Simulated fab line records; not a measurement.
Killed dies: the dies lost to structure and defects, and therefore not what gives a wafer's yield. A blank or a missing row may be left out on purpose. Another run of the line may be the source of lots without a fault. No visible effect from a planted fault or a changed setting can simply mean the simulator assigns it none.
What tool caused it? | flow n5_finfet | 23 lots with 69 wafers sampled at 4 steps, on a route of 1938 steps

## WHAT EACH GAUGE READ, for each wafer
N5_MOL_CONTACT_COAG_INSPECT_42: inspects for defects (brightfield).
lot  | measured     | on                | raw_defect_count
L074 | day 5 02:19  | defect_inspect-02 | 228 171 249
L075 | day 5 12:56  | defect_inspect-01 | 107 194 183
L076 | day 5 14:06  | defect_inspect-01 | 128 191 206
L077 | day 6 02:28  | defect_inspect-02 | 149 184 254
L078 | day 6 06:08  | defect_inspect-02 | 262 256 288
L079 | day 6 08:46  | defect_inspect-02 | 155 210 232
L080 | day 6 15:44  | defect_inspect-01 | 177 225 263
L081 | day 6 20:20  | defect_inspect-01 | 238 172 126
L082 | day 7 03:17  | defect_inspect-02 | 164 159 202
L083 | day 7 10:53  | defect_inspect-02 | 266 247 209
L084 | day 7 14:00  | defect_inspect-01 | 174 295 216
L085 | day 7 20:32  | defect_inspect-02 | 184 169 212
L086 | day 8 08:13  | defect_inspect-01 | 140 202 213
L087 | day 8 08:23  | defect_inspect-01 | 278 253 120
L088 | day 8 15:24  | defect_inspect-02 | 127 185 182
L089 | day 9 04:29  | defect_inspect-01 | 172 111 174
L090 | day 9 08:44  | defect_inspect-01 | 229 349 307
L091 | day 9 11:39  | defect_inspect-02 | 165 144 171
L092 | day 9 14:53  | defect_inspect-02 | 296 284 213
L093 | day 9 23:36  | defect_inspect-02 | 179 166 183
L094 | day 10 05:31 | defect_inspect-01 | 170 214 162
L095 | day 10 09:03 | defect_inspect-02 | 202 173 207
L097 | day 10 19:52 | defect_inspect-01 | 227 346 317

## TOOL THAT RAN EACH LOT (tool first, then ch and the chambers of the sampled wafers, then the start)
lot  | N5_MOL_CONTACT_COAG_ALD_123       | N5_MOL_CONTACT_COAG_ETCH_91        | N5_MOL_CONTACT_COAG_ETCHBACK_135
L074 | ald_sin-04 ch 0,1, day 4 23:50    | rie_diel-05 ch 0,1,3, day 5 01:26  | rie_diel-05 ch 0,1,3, day 5 01:32
L075 | ald_sin-02 ch 1,2,3, day 5 10:30  | rie_diel-04 ch 2,3, day 5 11:56    | rie_diel-04 ch 2,3, day 5 12:02
L076 | ald_sin-04 ch 1,2,3, day 5 11:40  | rie_diel-03 ch 1,2,3, day 5 13:14  | rie_diel-03 ch 1,2,3, day 5 13:20
L077 | ald_sin-04 ch 0,2,3, day 6 00:04  | rie_diel-03 ch 2,3, day 6 01:37    | rie_diel-03 ch 2,3, day 6 01:42
L078 | ald_sin-02 ch 0,2,3, day 6 03:50  | rie_diel-05 ch 0,3, day 6 05:09    | rie_diel-05 ch 0,3, day 6 05:14
L079 | ald_sin-02 ch 1,2, day 6 06:13    | rie_diel-03 ch 1,2, day 6 07:46    | rie_diel-03 ch 1,2, day 6 07:52
L080 | ald_sin-02 ch 1,2,3, day 6 13:09  | rie_diel-05 ch 0,1,2, day 6 14:44  | rie_diel-05 ch 0,1,2, day 6 14:49
L081 | ald_sin-02 ch 0,3, day 6 17:46    | rie_diel-05 ch 0,2,3, day 6 19:29  | rie_diel-05 ch 0,2,3, day 6 19:34
L082 | ald_sin-01 ch 0,1, day 7 00:58    | rie_diel-03 ch 0,2,3, day 7 02:25  | rie_diel-03 ch 0,2,3, day 7 02:30
L083 | ald_sin-02 ch 0,1,2, day 7 08:02  | rie_diel-04 ch 2, day 7 09:51      | rie_diel-04 ch 2, day 7 09:59
L084 | ald_sin-01 ch 0,1, day 7 11:42    | rie_diel-03 ch 0,1,3, day 7 13:01  | rie_diel-03 ch 0,1,3, day 7 13:06
L085 | ald_sin-02 ch 2,3, day 7 18:06    | rie_diel-03 ch 0,1, day 7 19:33    | rie_diel-03 ch 0,1, day 7 19:38
L086 | ald_sin-02 ch 0,3, day 8 05:37    | rie_diel-03 ch 0,3, day 8 07:04    | rie_diel-03 ch 0,3, day 8 07:13
L087 | ald_sin-01 ch 0,1,3, day 8 05:53  | rie_diel-05 ch 1,2,3, day 8 07:17  | rie_diel-05 ch 1,2,3, day 8 07:23
L088 | ald_sin-04 ch 0,1,3, day 8 13:04  | rie_diel-05 ch 1,2,3, day 8 14:32  | rie_diel-05 ch 1,2,3, day 8 14:37
L089 | ald_sin-02 ch 0,3, day 9 02:09    | rie_diel-04 ch 0,1, day 9 03:35    | rie_diel-04 ch 0,1, day 9 03:40
L090 | ald_sin-01 ch 1,2,3, day 9 06:10  | rie_diel-03 ch 0,1,2, day 9 07:45  | rie_diel-03 ch 0,1,2, day 9 07:50
L091 | ald_sin-01 ch 0,2,3, day 9 08:37  | rie_diel-04 ch 0,1,2, day 9 10:47  | rie_diel-04 ch 0,1,2, day 9 10:52
L092 | ald_sin-01 ch 1,2,3, day 9 12:32  | rie_diel-03 ch 0,1,2, day 9 14:01  | rie_diel-03 ch 0,1,2, day 9 14:06
L093 | ald_sin-02 ch 0,2,3, day 9 21:14  | rie_diel-04 ch 0,1,2, day 9 22:44  | rie_diel-04 ch 0,1,2, day 9 22:50
L094 | ald_sin-04 ch 0,1,3, day 10 03:12 | rie_diel-04 ch 0,1,3, day 10 04:38 | rie_diel-04 ch 0,1,3, day 10 04:44
L095 | ald_sin-04 ch 0,2, day 10 06:29   | rie_diel-05 ch 1,3, day 10 08:10   | rie_diel-05 ch 1,3, day 10 08:15
L097 | ald_sin-02 ch 1,2,3, day 10 17:28 | rie_diel-05 ch 1,2,3, day 10 18:52 | rie_diel-05 ch 1,2,3, day 10 18:58
- N5_MOL_CONTACT_COAG_ALD_123: deposits SiNx, target thk 5 nm, pulse time 1 s, purge time 2 s.
- N5_MOL_CONTACT_COAG_ETCH_91: etches SOC in N2/H2, target depth 60 nm, overetch 21 nm, time 101.2 s.
- N5_MOL_CONTACT_COAG_ETCHBACK_135: etches SiO2 in CHF3, target depth 25 nm, time 16.7 s.

## WHAT THE TOOLS THEMSELVES READ (means of the sampled wafers that have a number; where no wafer has one, the mark that the record gives instead)
N5_MOL_CONTACT_COAG_ALD_123.
lot  | tool       | heater_power_w (W) | precursor_pulse_height_rel
L074 | ald_sin-04 | 885                | 1.004
L075 | ald_sin-02 | 865                | 0.993
L076 | ald_sin-04 | 933                | 0.992
L077 | ald_sin-04 | 951                | 0.983
L078 | ald_sin-02 | 828                | 0.996
L079 | ald_sin-02 | 850                | 1.007
L080 | ald_sin-02 | 870                | 1.024
L081 | ald_sin-02 | 811                | 0.990
L082 | ald_sin-01 | 838                | 0.997
L083 | ald_sin-02 | 846                | 0.994
L084 | ald_sin-01 | 829                | 0.990
L085 | ald_sin-02 | 852                | 1.001
L086 | ald_sin-02 | 829                | 0.993
L087 | ald_sin-01 | 804                | 1.000
L088 | ald_sin-04 | 927                | 1.013
L089 | ald_sin-02 | 832                | 1.002
L090 | ald_sin-01 | 828                | 1.009
L091 | ald_sin-01 | 787                | 0.992
L092 | ald_sin-01 | 821                | 1.018
L093 | ald_sin-02 | 828                | 0.991
L094 | ald_sin-04 | 927                | 1.022
L095 | ald_sin-04 | 930                | 0.994
L097 | ald_sin-02 | 869                | 0.987

N5_MOL_CONTACT_COAG_ETCH_91.
lot  | tool        | drypump_motor_current_A (A) | h2_flow_sccm (sccm) | oes_product_au (a.u.) | rf_vpp_V (V) | showerhead_plenum_p_Torr (Torr) | throttle_valve_pct (%)
L074 | rie_diel-05 | 5.3                         | 199.9               | 0.71                  | 526          | 2.61                            | 17.97
L075 | rie_diel-04 | 6.3                         | 199.3               | 0.66                  | 523          | 2.51                            | 18.11
L076 | rie_diel-03 | 5.6                         | 200.0               | 0.59                  | 525          | 2.59                            | 17.78
L077 | rie_diel-03 | 5.5                         | 199.4               | 0.61                  | 526          | 2.58                            | 17.77
L078 | rie_diel-05 | 5.2                         | 200.0               | 0.65                  | 524          | 2.58                            | 18.01
L079 | rie_diel-03 | 5.7                         | 200.0               | 0.60                  | 524          | 2.56                            | 17.73
L080 | rie_diel-05 | 5.6                         | 199.4               | 0.65                  | 522          | 2.49                            | 18.12
L081 | rie_diel-05 | 5.4                         | 199.7               | 0.66                  | 522          | 2.52                            | 18.06
L082 | rie_diel-03 | 5.6                         | 199.9               | 0.61                  | 522          | 2.50                            | 17.85
L083 | rie_diel-04 | 6.0                         | 199.2               | 0.75                  | 522          | 2.48                            | 17.79
L084 | rie_diel-03 | 5.7                         | 199.9               | 0.59                  | 524          | 2.52                            | 17.95
L085 | rie_diel-03 | 5.8                         | 200.1               | 0.60                  | 521          | 2.43                            | 18.03
L086 | rie_diel-03 | 5.7                         | 199.2               | 0.61                  | 521          | 2.43                            | 18.02
L087 | rie_diel-05 | 5.4                         | 200.4               | 0.70                  | 523          | 2.54                            | 18.05
L088 | rie_diel-05 | 5.4                         | 200.3               | 0.69                  | 524          | 2.54                            | 18.05
L089 | rie_diel-04 | 6.1                         | 199.7               | 0.74                  | 526          | 2.63                            | 17.94
L090 | rie_diel-03 | 5.7                         | 199.8               | 0.68                  | 522          | 2.49                            | 17.76
L091 | rie_diel-04 | 6.0                         | 199.7               | 0.74                  | 524          | 2.56                            | 17.85
L092 | rie_diel-03 | 5.7                         | 199.5               | 0.67                  | 523          | 2.49                            | 17.76
L093 | rie_diel-04 | 6.0                         | 200.6               | 0.73                  | 524          | 2.56                            | 17.86
L094 | rie_diel-04 | 6.2                         | 200.0               | 0.68                  | 524          | 2.57                            | 18.04
L095 | rie_diel-05 | 5.1                         | 200.4               | 0.71                  | 527          | 2.66                            | 17.96
L097 | rie_diel-05 | 5.4                         | 199.7               | 0.68                  | 524          | 2.53                            | 18.09

N5_MOL_CONTACT_COAG_ETCHBACK_135.
lot  | tool        | drypump_motor_current_A (A) | oes_ar_750_au (a.u.) | oes_product_au (a.u.) | rf_vpp_V (V) | showerhead_plenum_p_Torr (Torr) | throttle_valve_pct (%)
L074 | rie_diel-05 | 5.3                         | 0.86                 | 0.86                  | 525          | 2.43                            | 18.78
L075 | rie_diel-04 | 6.3                         | 0.78                 | 0.79                  | 525          | 2.35                            | 18.98
L076 | rie_diel-03 | 5.6                         | 0.71                 | 0.71                  | 523          | 2.44                            | 18.79
L077 | rie_diel-03 | 5.5                         | 0.72                 | 0.70                  | 530          | 2.44                            | 18.85
L078 | rie_diel-05 | 5.2                         | 0.78                 | 0.77                  | 521          | 2.40                            | 18.81
L079 | rie_diel-03 | 5.7                         | 0.73                 | 0.72                  | 518          | 2.42                            | 18.78
L080 | rie_diel-05 | 5.6                         | 0.79                 | 0.80                  | 528          | 2.32                            | 18.95
L081 | rie_diel-05 | 5.4                         | 0.79                 | 0.79                  | 524          | 2.35                            | 18.87
L082 | rie_diel-03 | 5.6                         | 0.73                 | 0.72                  | 531          | 2.35                            | 18.87
L083 | rie_diel-04 | 6.0                         | 0.89                 | 0.90                  | 529          | 2.33                            | 18.71
L084 | rie_diel-03 | 5.7                         | 0.70                 | 0.70                  | 529          | 2.36                            | 18.85
L085 | rie_diel-03 | 5.7                         | 0.71                 | 0.71                  | 528          | 2.27                            | 18.84
L086 | rie_diel-03 | 5.6                         | 0.72                 | 0.72                  | 537          | 2.28                            | 18.90
L087 | rie_diel-05 | 5.4                         | 0.83                 | 0.84                  | 528          | 2.38                            | 18.86
L088 | rie_diel-05 | 5.4                         | 0.83                 | 0.84                  | 529          | 2.38                            | 18.85
L089 | rie_diel-04 | 6.1                         | 0.89                 | 0.89                  | 528          | 2.47                            | 18.85
L090 | rie_diel-03 | 5.7                         | 0.81                 | 0.80                  | 524          | 2.34                            | 18.70
L091 | rie_diel-04 | 6.0                         | 0.88                 | 0.89                  | 529          | 2.40                            | 18.74
L092 | rie_diel-03 | 5.7                         | 0.80                 | 0.80                  | 523          | 2.33                            | 18.71
L093 | rie_diel-04 | 6.0                         | 0.87                 | 0.89                  | 528          | 2.40                            | 18.75
L094 | rie_diel-04 | 6.2                         | 0.81                 | 0.82                  | 525          | 2.40                            | 18.90
L095 | rie_diel-05 | 5.1                         | 0.85                 | 0.86                  | 525          | 2.48                            | 18.76
L097 | rie_diel-05 | 5.4                         | 0.80                 | 0.81                  | 528          | 2.37                            | 18.91

## THE ANSWER, worked out from the rows above alone
Rule: usual is defined by the lots themselves. Put in order of their means at a reading, lots are off if they are a third of the lots or fewer, leave a main group of 4 or more, and stand apart from it by a gap of 3 or more times the standard deviation of the main group's means; of several such gaps the widest counts. A main group whose means are all the same, to the digits that the tables above print for the reading, isn't used. Also off: a lot with no number at a reading for which 4 or more lots have one. Any other lot the step has rows for is counted as sound. After the gauges, taken in route order, come the tools' own readings; for these a lot's mean is taken, as printed above. At the first step where some lot is off, the reading lying furthest off is the one used; lots without a number count as furthest.
No lot is off at any reading shown: from this, nothing can be told.

## WHAT WAS PUT IN BY THE SIMULATOR
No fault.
